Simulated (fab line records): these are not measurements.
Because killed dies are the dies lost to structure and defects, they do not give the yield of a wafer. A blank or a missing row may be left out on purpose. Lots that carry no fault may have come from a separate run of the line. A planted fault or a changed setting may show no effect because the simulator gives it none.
fab line records	flow n5_finfet
record lots=7	wafers=21
route steps=1938 shown BEOL_M10@1499 BEOL_M11@1573 BEOL_M13@1659
start_h: hours from the record's opening day to when the first of the lot's shown wafers began	wait_h: hours elapsed since this lot's preceding step	" repeats the value in the row above	L1.1+2: a single row standing in for several wafers	- either no value or no given start	* or withheld: withheld	< > ~ a bound
route shown NAME@n: NAME is a module with steps in the file, n the number in the route of the first one	usual: mean/standard deviation of fault-free wafers	same: alike in all rows	chamber/n: place in a boat	sites: per-site readings	_std_site: standard deviation of those values	_edge_site: outer sites' mean less inner sites'	radius_mm: how far each site lies from the wafer's centre	mask NAME#n: copy n	behind: tool/chamber where the wafer was last shaped	hold: what put the lot on hold/how long, in hours/how the hold closed	device: the transistor (n, p or np) that didn't switch	end of line: tests of these same wafers at the route's end	for a step that has no rows: nothing shown but its recipe	killed: the dies lost at the first sort to structure and to defects; this is not the yield of the wafer	map: a wafer's dies, x killed, . not, _ none there
set.NAME: the run value of the setting; set.NAME@STEP: its run value at that earlier step	model.NAME: the simulator's own value behind a step, which no gauge read
lots run with intentionally changed settings; tables by step, rows by wafer
## steps
# step N5_BEOL_M10_EXPOSE_25
# recipe mask_id=V9	na=1.35	source_shape=annular	sigma_inner=0.5	sigma_outer=0.8	polarization=unpolarized	dose_mj=85.5
lot.wafer	tool	chamber	start_h	wait_h	mask	set.dose_mj
L076.1+3+5	arfi_scanner-01	0	230.04	-	V9#0	85.5
L080.1+2+3	arfi_scanner-01	0	250.57	-	V9#0	85.5
L081.2+3+5	arfi_scanner-01	0	254.93	-	V9#0	85.5
L089.1+2+4	arfi_scanner-01	0	307.46	-	V9#0	85.5
L088.3+4+5	arfi_scanner-03	0	311.98	-	V9#0	85.5
L097.1+4	arfi_scanner-02	0	396.70	-	V9#0	85.5
L097.2	"	0	"	"	V9#0	89.81
L095.2+5	arfi_scanner-02	0	409.39	-	V9#0	90.35
L095.4	"	0	"	"	V9#0	85.5
# step N5_BEOL_M10_PEB_26
# recipe peb_temp_c=withheld	peb_time_s=60	resist=CAR-ArF
# step N5_BEOL_M10_DEVELOP_27
# recipe develop_time_s=30	developer=TMAH	resist=CAR-ArF	rinse_liquid=diw	dry=air_spin	dev_temp_c=23
# step N5_BEOL_M10_CD_MEAS_28
# recipe target_cd_nm=70	landing_energy_ev=500	detector=se_inlens	polarity=opening
# usual cd_nm=69.8/0.91
lot.wafer	tool	chamber	start_h	wait_h	set.dose_mj@BEOL_M10_EXPOSE_25	cd_nm
L076.1	cd_sem-02	0	230.17	-	85.5	69.1
L076.3	"	0	"	"	85.5	68.5
L076.5	"	0	"	"	85.5	70.2
L080.1	cd_sem-03	0	250.71	-	85.5	70.3
L080.2	"	0	"	"	85.5	69.3
L080.3	"	0	"	"	85.5	71.0
L081.2	cd_sem-03	0	255.06	-	85.5	69.7
L081.3	"	0	"	"	85.5	70.0
L081.5	"	0	"	"	85.5	69.4
L089.1	cd_sem-01	0	307.59	-	85.5	70.1
L089.2	"	0	"	"	85.5	70.5
L089.4	"	0	"	"	85.5	70.5
L088.3	cd_sem-02	0	312.10	-	85.5	70.1
L088.4	"	0	"	"	85.5	70.3
L088.5	"	0	"	"	85.5	70.2
L097.1	cd_sem-01	0	396.83	-	85.5	68.4
L097.2	"	0	"	"	89.81	74.3
L097.4	"	0	"	"	85.5	70.4
L095.2	cd_sem-01	0	409.51	-	90.35	74.1
L095.4	"	0	"	"	85.5	69.9
L095.5	"	0	"	"	90.35	74.2
# step N5_BEOL_M10_VIA_ETCH_34
# recipe chemistry=C4F6/O2	target=SiCOH_lowk	target_depth_a=1845	mask_material=SOC	taper_deg=4	time_s=69.2	ion_energy_ev=250	pressure_mtorr=30	source_w=345	bias_w=185	Ar_flow_sccm=300	C4F6_flow_sccm=10	O2_flow_sccm=10
# usual rf_vpp_V=666/13
lot.wafer	tool	chamber	start_h	wait_h	set.source_w	rf_vpp_V
L076.1	rie_diel-05	1	230.49	0.0	345	652
L076.3	"	2	"	"	345	679
L076.5	"	1	"	"	402.6	601
L080.1	rie_diel-03	0	251.02	0.0	345	672
L080.2	"	2	"	"	345	663
L080.3	"	3	"	"	345	666
L081.2	rie_diel-01	3	255.35	0.0	345	656
L081.3	"	0	"	"	345	674
L081.5	"	2	"	"	345	681
L089.1	rie_diel-01	2	308.04	0.0	384.6	646
L089.2	"	1	"	"	345	682
L089.4	"	3	"	"	384.6	621
L088.3	rie_diel-03	1	312.69	0.0	345	659
L088.4	"	3	"	"	345	666
L088.5	"	1	"	"	345	659
L097.1	rie_diel-05	1	397.65	0.0	325.9	671
L097.2	"	0	"	"	325.9	673
L097.4	"	3	"	"	325.9	668
L095.2	rie_diel-03	0	410.21	0.0	345	671
L095.4	"	2	"	"	315.2	692
L095.5	"	2	"	"	315.2	690
# step N5_BEOL_M10_STRIP_73
# recipe chemistry=C4F6/O2	resist=SiARC	rf_frequency_hz=6e+07
# step N5_BEOL_M10_STRIP_36
# recipe chemistry=N2/H2	power_w=450	temp_c=40	pressure_mtorr=20	rf_frequency_hz=6e+07	overash_fraction=0.3	bias_power_w=7	h2_frac=0.5	n2_flow_sccm=200	h2_flow_sccm=200
# step N5_BEOL_M10_PRECLEAN_42
# recipe chemistry=residue_remover	time_s=60	temp_c=40
# step N5_BEOL_M10_SRD_43
# recipe time_s=30	temp_c=23	rinse_liquid=diw	dry=ipa_marangoni
# step N5_BEOL_M10_CD_MEAS_35
# recipe target_cd_nm=70	polarity=opening
# usual cd_nm=69.7/0.62
lot.wafer	tool	chamber	start_h	wait_h	set.dose_mj@BEOL_M10_EXPOSE_08	cd_nm
L076.1	cd_sem-02	-	231.03	0.0	53.75	69.5
L076.3	"	-	"	"	53.75	69.4
L076.5	"	-	"	"	57.58	73.8
L080.1	cd_sem-02	-	251.47	0.0	53.75	68.8
L080.2	"	-	"	"	53.75	69.7
L080.3	"	-	"	"	53.75	68.9
L081.2	cd_sem-02	-	255.79	0.0	53.75	70.4
L081.3	"	-	"	"	53.75	69.9
L081.5	"	-	"	"	53.75	69.9
L089.1	cd_sem-01	-	308.48	0.0	56.41	72.2
L089.2	"	-	"	"	53.75	68.7
L089.4	"	-	"	"	53.75	69.1
L088.3	cd_sem-01	-	313.23	0.0	50.43	66.6
L088.4	"	-	"	"	53.75	69.5
L088.5	"	-	"	"	50.43	66.9
L097.1	cd_sem-01	-	398.08	0.0	57.12	73.5
L097.2	"	-	"	"	53.75	69.0
L097.4	"	-	"	"	53.75	70.1
L095.2	cd_sem-03	-	410.65	0.0	57.38	73.3
L095.4	"	-	"	"	53.75	71.0
L095.5	"	-	"	"	53.75	70.0
# step N5_BEOL_M11_ETCH_66
# recipe chemistry=N2/H2	target=SOC	target_depth_a=1200	overetch_a=240	mask_material=SiARC	temp_c=40	time_s=180	ion_energy_ev=200	pressure_mtorr=30	source_w=840	bias_w=150	n2_flow_sccm=200	h2_flow_sccm=200
lot.wafer	tool	chamber	start_h	wait_h	set.time_s	model.SiARC_of_BEOL_M11_COAT_64.thk_nm
L076.1	rie_diel-06	0	236.60	0.0	180	22.8
L076.3+5	"	1,2	"	"	208.4	21.6
L080.1	rie_diel-04	3	259.12	0.0	180	23
L080.2	"	1	"	"	180	22.8
L080.3	"	2	"	"	180	22.4
L081.2	rie_diel-06	2	264.11	0.0	180	23
L081.3+5	"	0,2	"	"	180	22.8
L089.1	rie_diel-04	3	314.82	0.0	199.7	22.2
L089.2+4	"	1,0	"	"	180	22.8
L088.3	rie_diel-02	3	323.72	0.0	180	23
L088.4	"	2	"	"	180	22.6
L088.5	"	0	"	"	165.5	23.8
L097.1	rie_diel-04	2	410.57	0.1	162.5	23.2
L097.2	"	1	"	"	180	22.6
L097.4	"	1	"	"	180	22.8
L095.2+4	rie_diel-02	1,0	420.29	0.0	164.8	23.6
L095.5	"	1	"	"	180	23
# step N5_BEOL_M11_TRENCH_ETCH_37
# recipe chemistry=C4F6/O2	target_depth_a=1488.3	target=SiCOH_lowk	time_s=48	ion_energy_ev=250	pressure_mtorr=30	source_w=345	bias_w=185	Ar_flow_sccm=300	C4F6_flow_sccm=10	O2_flow_sccm=10
# usual rf_vpp_V=665/11
lot.wafer	tool	chamber	start_h	wait_h	set.bias_w	rf_vpp_V	model.BEOL_M11.feature_depth_nm	model.etch.depth_nm
L076.1	rie_diel-06	0	-	-	185	655	146	145.9
L076.3	"	1	"	"	207.7	725	154.6	154.5
L076.5	"	2	"	"	185	673	144.8	144.8
L080.1	rie_diel-04	3	-	-	185	651	148.4	148.4
L080.2	"	1	"	"	185	667	147.2	147.1
L080.3	"	2	"	"	185	691	149.2	149.2
L081.2	rie_diel-06	2	-	-	185	673	146.6	146.6
L081.3	"	0	"	"	159.8	583	141.6	141.7
L081.5	"	2	"	"	185	672	147.4	147.5
L089.1	rie_diel-04	3	-	-	185	653	146.4	146.4
L089.2	"	1	"	"	185	668	146.6	146.5
L089.4	"	0	"	"	215	739	157.8	157.8
L088.3	rie_diel-02	3	-	-	185	670	143.2	143.3
L088.4	"	2	"	"	185	671	148.6	148.6
L088.5	"	0	"	"	185	661	143	143.1
L097.1	rie_diel-04	2	-	-	185	691	150.2	150.1
L097.2	"	1	"	"	207.9	730	151.6	151.6
L097.4	"	1	"	"	185	665	147.2	147.2
L095.2	rie_diel-02	1	-	-	185	657	145.6	145.5
L095.4	"	0	"	"	185	660	146.2	146.3
L095.5	"	1	"	"	185	660	145	145
# step N5_BEOL_M11_ETCH_41
# recipe chemistry=CH3F/O2	target=SiCN	target_depth_a=426	taper_deg=2	time_s=86	ion_energy_ev=120	mask_material=TiN	pressure_mtorr=30	source_w=395	bias_w=75	Ar_flow_sccm=150	CH3F_flow_sccm=30	O2_flow_sccm=20
# step N5_BEOL_M11_STRIP_77
# recipe chemistry=N2/H2	time_s=10	power_w=450	temp_c=40	pressure_mtorr=20	rf_frequency_hz=6e+07	bias_power_w=7	n2_flow_sccm=200	h2_flow_sccm=200
# step N5_BEOL_M11_OCD_MEAS_38
# usual trench_depth_nm=148.1/2.5
lot.wafer	tool	chamber	start_h	wait_h	set.bias_w@BEOL_M11_TRENCH_ETCH_37	trench_depth_nm
L076.1	ocd-02	-	237.01	-	185	146.1
L076.3	"	-	"	"	207.7	154.4
L076.5	"	-	"	"	185	144.8
L080.1	ocd-02	-	259.53	-	185	148.4
L080.2	"	-	"	"	185	146.8
L080.3	"	-	"	"	185	149.3
L081.2	ocd-01	-	264.52	-	185	147.2
L081.3	"	-	"	"	159.8	142.1
L081.5	"	-	"	"	185	147.9
L089.1	ocd-01	-	315.23	-	185	147.0
L089.2	"	-	"	"	185	146.9
L089.4	"	-	"	"	215	157.7
L088.3	ocd-02	-	324.13	-	185	143.6
L088.4	"	-	"	"	185	148.5
L088.5	"	-	"	"	185	143.0
L097.1	ocd-01	-	411.17	-	185	150.0
L097.2	"	-	"	"	207.9	151.1
L097.4	"	-	"	"	185	146.8
L095.2	ocd-01	-	420.70	-	185	145.2
L095.4	"	-	"	"	185	146.6
L095.5	"	-	"	"	185	145.2
# step N5_BEOL_M13_ILD_DEP_00
# recipe material=SiOC	target_thk_a=8379.2	temp_c=350	precursor=DEMS/O2	pressure_torr=5	rf_w=500	time_s=166.4
lot.wafer	tool	chamber	start_h	wait_h	set.time_s	model.SiOC_of_BEOL_M13_ILD_DEP_00.thk_nm
L076.1	pecvd-01	1	244.60	0.0	175.1	879
L076.3	"	2	"	"	166.4	830.4
L076.5	"	1	"	"	175.1	891
L080.1	pecvd-02	2	266.89	0.0	166.4	835
L080.2	"	1	"	"	166.4	813.4
L080.3	"	0	"	"	166.4	831.2
L081.2	pecvd-01	1	270.66	0.0	185.9	939.8
L081.3	"	0	"	"	166.4	839.6
L081.5	"	1	"	"	166.4	856.8
L089.1	pecvd-03	0	325.51	0.0	166.4	840.4
L089.2	"	1	"	"	166.4	825
L089.4	"	0	"	"	166.4	851.4
L088.3	pecvd-02	2	331.64	0.0	166.4	836
L088.4	"	2	"	"	166.4	849.6
L088.5	"	1	"	"	166.4	839.4
L097.1	pecvd-03	2	428.30	0.0	166.4	821.6
L097.2	"	0	"	"	145.9	718
L097.4	"	1	"	"	145.9	723.6
L095.2	pecvd-02	1	432.70	0.0	143.8	707.4
L095.4	"	1	"	"	143.8	711.2
L095.5	"	2	"	"	166.4	836.6
# step N5_BEOL_M13_THK_MEAS_01
# recipe reads=SiOC_of_BEOL_M13_ILD_DEP_00
# usual M13_ILD_THK=835/11
lot.wafer	tool	chamber	start_h	wait_h	set.time_s@BEOL_M13_ILD_DEP_00	M13_ILD_THK[nm]
L076.1	film_metro-01	-	244.75	0.1	175.1	879
L076.3	"	-	"	"	166.4	830
L076.5	"	-	"	"	175.1	891
L080.1	film_metro-01	-	267.04	0.1	166.4	835
L080.2	"	-	"	"	166.4	813
L080.3	"	-	"	"	166.4	832
L081.2	film_metro-01	-	270.81	0.1	185.9	940
L081.3	"	-	"	"	166.4	840
L081.5	"	-	"	"	166.4	856
L089.1	film_metro-01	-	325.67	0.1	166.4	840
L089.2	"	-	"	"	166.4	825
L089.4	"	-	"	"	166.4	851
L088.3	film_metro-02	-	331.79	0.1	166.4	836
L088.4	"	-	"	"	166.4	850
L088.5	"	-	"	"	166.4	839
L097.1	film_metro-02	-	428.45	0.1	166.4	822
L097.2	"	-	"	"	145.9	718
L097.4	"	-	"	"	145.9	724
L095.2	film_metro-01	-	432.85	0.1	143.8	707
L095.4	"	-	"	"	143.8	711
L095.5	"	-	"	"	166.4	837
# step N5_BEOL_M13_EXPOSE_07
# recipe mask_id=V12	na=0.93	source_shape=conventional	sigma_outer=0.6	polarization=unpolarized	attpsm_phase_deg=180	dose_mj=24.8
lot.wafer	tool	chamber	start_h	wait_h	mask	set.dose_mj
L076.1+3+5	krf_scanner-02	0	244.88	-	V12#0	24.8
L080.1+2+3	krf_scanner-01	0	267.17	-	V12#0	24.8
L081.2	krf_scanner-01	0	270.94	-	V12#0	24.8
L081.3+5	"	0	"	"	V12#0	25.79
L089.1+4	krf_scanner-01	0	325.92	-	V12#0	26.17
L089.2	"	0	"	"	V12#0	24.8
L088.3+5	krf_scanner-02	0	332.06	-	V12#0	24.8
L088.4	"	0	"	"	V12#0	26.65
L097.1+2	krf_scanner-01	0	428.58	-	V12#0	24.8
L097.4	"	0	"	"	V12#0	23.16
L095.2+4+5	krf_scanner-02	0	432.99	-	V12#0	24.8
# step N5_BEOL_M13_PEB_08
# recipe peb_temp_c=130	peb_time_s=90
# step N5_BEOL_M13_DEVELOP_09
# recipe develop_time_s=45	rinse_liquid=diw	dry=air_spin	dev_temp_c=21
# step N5_BEOL_M13_HARDBAKE_14
# recipe temp_c=130	time_s=120
# step N5_BEOL_M13_CD_MEAS_10
# recipe target_cd_nm=190	landing_energy_ev=500	detector=se_inlens	polarity=opening
# usual cd_nm=189.8/1.3
lot.wafer	tool	chamber	start_h	wait_h	set.dose_mj@BEOL_M13_EXPOSE_07	cd_nm
L076.1	cd_sem-01	0	245.05	-	24.8	187.3
L076.3	"	0	"	"	24.8	188.9
L076.5	"	0	"	"	24.8	188.1
L080.1	cd_sem-02	0	267.34	-	24.8	189.3
L080.2	"	0	"	"	24.8	190.9
L080.3	"	0	"	"	24.8	188.3
L081.2	cd_sem-02	0	271.11	-	24.8	192.5
L081.3	"	0	"	"	25.79	196.5
L081.5	"	0	"	"	25.79	196.8
L089.1	cd_sem-03	0	326.09	-	26.17	197.0
L089.2	"	0	"	"	24.8	192.4
L089.4	"	0	"	"	26.17	197.6
L088.3	cd_sem-03	0	332.22	-	24.8	190.7
L088.4	"	0	"	"	26.65	199.8
L088.5	"	0	"	"	24.8	191.9
L097.1	cd_sem-03	0	428.75	-	24.8	190.1
L097.2	"	0	"	"	24.8	189.0
L097.4	"	0	"	"	23.16	182.0
L095.2	cd_sem-03	0	433.15	-	24.8	189.6
L095.4	"	0	"	"	24.8	189.5
L095.5	"	0	"	"	24.8	189.6
# step N5_BEOL_M13_DESCUM_15
# recipe chemistry=O2	time_s=7.9	source_power_w=50	bias_power_w=20	pressure_mtorr=20	rf_frequency_hz=2.712e+07	temp_c=40	o2_flow_sccm=225
# step N5_BEOL_M13_ETCH_59
# recipe chemistry=N2/H2	target=BARC	target_depth_a=890	overetch_a=267	time_s=67.9	ion_energy_ev=200	pressure_mtorr=30	source_w=840	bias_w=150	n2_flow_sccm=200	h2_flow_sccm=200
# step N5_BEOL_M13_VIA_ETCH_16
# recipe chemistry=C4F8/O2/Ar	target=SiOC	pressure_mtorr=30	source_w=3000	bias_w=700	Ar_flow_sccm=400	C4F8_flow_sccm=15	O2_flow_sccm=8	he_inner_torr=15	he_outer_torr=30	target_depth_a=9217	time_s=withheld	ion_energy_ev=250	ends=cleared
lot.wafer	tool	chamber	start_h	wait_h	set.time_s@BEOL_M13_ILD_DEP_00	model.etch.depth_nm	model.coat_of_BEOL_M13_COAT_04.thk_nm
L076.1	rie_diel-04	3	245.23	0.0	*	879.1	58.4
L076.3	"	0	"	"	*	830.3	72.4
L076.5	"	1	"	"	*	891	54.6
L080.1	rie_diel-06	1	267.56	0.0	*	835.1	70.2
L080.2	"	3	"	"	*	813.4	74.6
L080.3	"	2	"	"	*	831.2	73
L081.2	rie_diel-06	3	271.28	0.0	*	939.7	36.2
L081.3	"	2	"	"	*	839.5	69.2
L081.5	"	3	"	"	*	856.9	61.4
L089.1	rie_diel-02	3	326.27	0.0	*	840.3	71.2
L089.2	"	2	"	"	*	825.1	73.4
L089.4	"	1	"	"	*	851.3	67
L088.3	rie_diel-06	3	332.39	0.0	*	836	68.4
L088.4	"	2	"	"	*	849.6	69.6
L088.5	"	2	"	"	*	839.3	71.2
L097.1	rie_diel-04	3	428.93	0.0	*	821.6	76.6
L097.2	"	1	"	"	*	718	105.8
L097.4	"	2	"	"	*	723.6	103.4
L095.2	rie_diel-02	2	433.45	0.0	*	707.5	110
L095.4	"	1	"	"	*	711.3	110.6
L095.5	"	1	"	"	*	836.6	72.6
# step N5_BEOL_M13_STRIP_63
# recipe chemistry=N2/H2	power_w=1000	temp_c=250	h2_frac=0.65	overash_fraction=0.3	pressure_mtorr=1000	n2_flow_sccm=1750	h2_flow_sccm=3250
# usual strip_time_to_endpoint_s=28.0/1.1
lot.wafer	tool	chamber	start_h	wait_h	set.time_s@BEOL_M13_ILD_DEP_00	strip_time_to_endpoint_s
L076.1	plasma_asher-01	1	245.46	-	175.1	24.2
L076.3	"	0	"	"	166.4	28.4
L076.5	"	1	"	"	175.1	23.1
L080.1	plasma_asher-01	0	267.79	-	166.4	27.7
L080.2	"	1	"	"	166.4	29.0
L080.3	"	1	"	"	166.4	28.5
L081.2	plasma_asher-02	1	271.52	-	185.9	17.2
L081.3	"	1	"	"	166.4	27.5
L081.5	"	0	"	"	166.4	25.1
L089.1	plasma_asher-02	0	326.50	-	166.4	28.0
L089.2	"	1	"	"	166.4	28.7
L089.4	"	1	"	"	166.4	26.8
L088.3	plasma_asher-02	0	332.65	-	166.4	27.2
L088.4	"	1	"	"	166.4	27.5
L088.5	"	1	"	"	166.4	28.0
L097.1	plasma_asher-02	0	429.17	-	166.4	29.6
L097.2	"	1	"	"	145.9	37.8
L097.4	"	0	"	"	145.9	37.1
L095.2	plasma_asher-02	0	433.69	-	143.8	39.0
L095.4	"	1	"	"	143.8	39.1
L095.5	"	0	"	"	166.4	28.4
# step N5_BEOL_M13_STRIP_64
# recipe chemistry=N2/H2	power_w=1000	temp_c=250	h2_frac=0.65	overash_fraction=0.3	pressure_mtorr=withheld	n2_flow_sccm=1750	h2_flow_sccm=3250
# step N5_BEOL_M13_STRIP_71
# recipe chemistry=post_etch_residue_remover	time_s=60	temp_c=25	remover_ph=withheld	remover_water_wt_pct=withheld	remover_fluoride_wt_pct=withheld
# step N5_BEOL_M13_SRD_72
# recipe time_s=30	temp_c=23	rinse_liquid=diw	dry=n2_spin	spin_rpm=1500	dry_time_s=30
# step N5_BEOL_M13_CD_MEAS_17
# recipe target_cd_nm=190	polarity=opening
# usual cd_nm=190.1/1.5
lot.wafer	tool	chamber	start_h	wait_h	set.dose_mj@BEOL_M13_EXPOSE_07	cd_nm
L076.1	cd_sem-03	-	245.67	0.0	24.8	188.7
L076.3	"	-	"	"	24.8	190.3
L076.5	"	-	"	"	24.8	191.1
L080.1	cd_sem-03	-	268.00	0.0	24.8	189.4
L080.2	"	-	"	"	24.8	191.5
L080.3	"	-	"	"	24.8	187.5
L081.2	cd_sem-01	-	271.73	0.0	24.8	194.4
L081.3	"	-	"	"	25.79	196.2
L081.5	"	-	"	"	25.79	197.4
L089.1	cd_sem-01	-	326.71	0.0	26.17	197.6
L089.2	"	-	"	"	24.8	192.1
L089.4	"	-	"	"	26.17	197.8
L088.3	cd_sem-02	-	332.84	0.0	24.8	191.7
L088.4	"	-	"	"	26.65	199.9
L088.5	"	-	"	"	24.8	192.1
L097.1	cd_sem-02	-	429.37	0.0	24.8	191.2
L097.2	"	-	"	"	24.8	188.6
L097.4	"	-	"	"	23.16	180.9
L095.2	cd_sem-02	-	433.90	0.0	24.8	188.0
L095.4	"	-	"	"	24.8	189.2
L095.5	"	-	"	"	24.8	190.1
## key
split step=N5_BEOL_M10_EXPOSE_25	setting=dose_mj	stated=85.5	by=wafer
response step=N5_BEOL_M10_CD_MEAS_28	reading=cd_nm	change=+0.847	per=1%	r=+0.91
split step=N5_BEOL_M10_VIA_ETCH_34	setting=source_w	stated=345	by=wafer
response step=N5_BEOL_M10_VIA_ETCH_34	reading=rf_vpp_V	change=-3.72	per=1%	r=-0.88
split step=N5_BEOL_M11_ETCH_66	setting=time_s	stated=180	by=wafer
response step=N5_BEOL_M11_ETCH_66	reading=model.SiARC_of_BEOL_M11_COAT_64.thk_nm	change=-0.0725	per=1%	r=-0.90
split step=N5_BEOL_M11_TRENCH_ETCH_37	setting=bias_w	stated=185	by=wafer
response step=N5_BEOL_M11_TRENCH_ETCH_37	reading=rf_vpp_V	change=+5.15	per=1%	r=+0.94
response step=N5_BEOL_M11_TRENCH_ETCH_37	reading=model.BEOL_M11.feature_depth_nm	change=+0.539	per=1%	r=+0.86
response step=N5_BEOL_M11_TRENCH_ETCH_37	reading=model.etch.depth_nm	change=+0.539	per=1%	r=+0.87
response step=N5_BEOL_M11_OCD_MEAS_38	reading=trench_depth_nm	change=+0.519	per=1%	r=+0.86
split step=N5_BEOL_M13_ILD_DEP_00	setting=time_s	stated=166.4	by=wafer
response step=N5_BEOL_M13_ILD_DEP_00	reading=model.SiOC_of_BEOL_M13_ILD_DEP_00.thk_nm	change=+8.64	per=1%	r=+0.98
response step=N5_BEOL_M13_THK_MEAS_01	reading=M13_ILD_THK	change=+8.66	per=1%	r=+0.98
response step=N5_BEOL_M13_VIA_ETCH_16	reading=model.etch.depth_nm	change=+8.64	per=1%	r=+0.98
response step=N5_BEOL_M13_VIA_ETCH_16	reading=model.coat_of_BEOL_M13_COAT_04.thk_nm	change=-2.56	per=1%	r=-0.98
response step=N5_BEOL_M13_STRIP_63	reading=strip_time_to_endpoint_s	change=*	per=1%	r=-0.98
split step=N5_BEOL_M13_EXPOSE_07	setting=dose_mj	stated=24.8	by=wafer
response step=N5_BEOL_M13_CD_MEAS_10	reading=cd_nm	change=+1.08	per=1%	r=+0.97
response step=N5_BEOL_M13_CD_MEAS_17	reading=cd_nm	change=+1.09	per=1%	r=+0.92
split outside_this_file step=N5_BEOL_M10_EXPOSE_08 setting=dose_mj
# split outside_this_file: this setting was split too, and the file shows its column; the key of that split is in another file
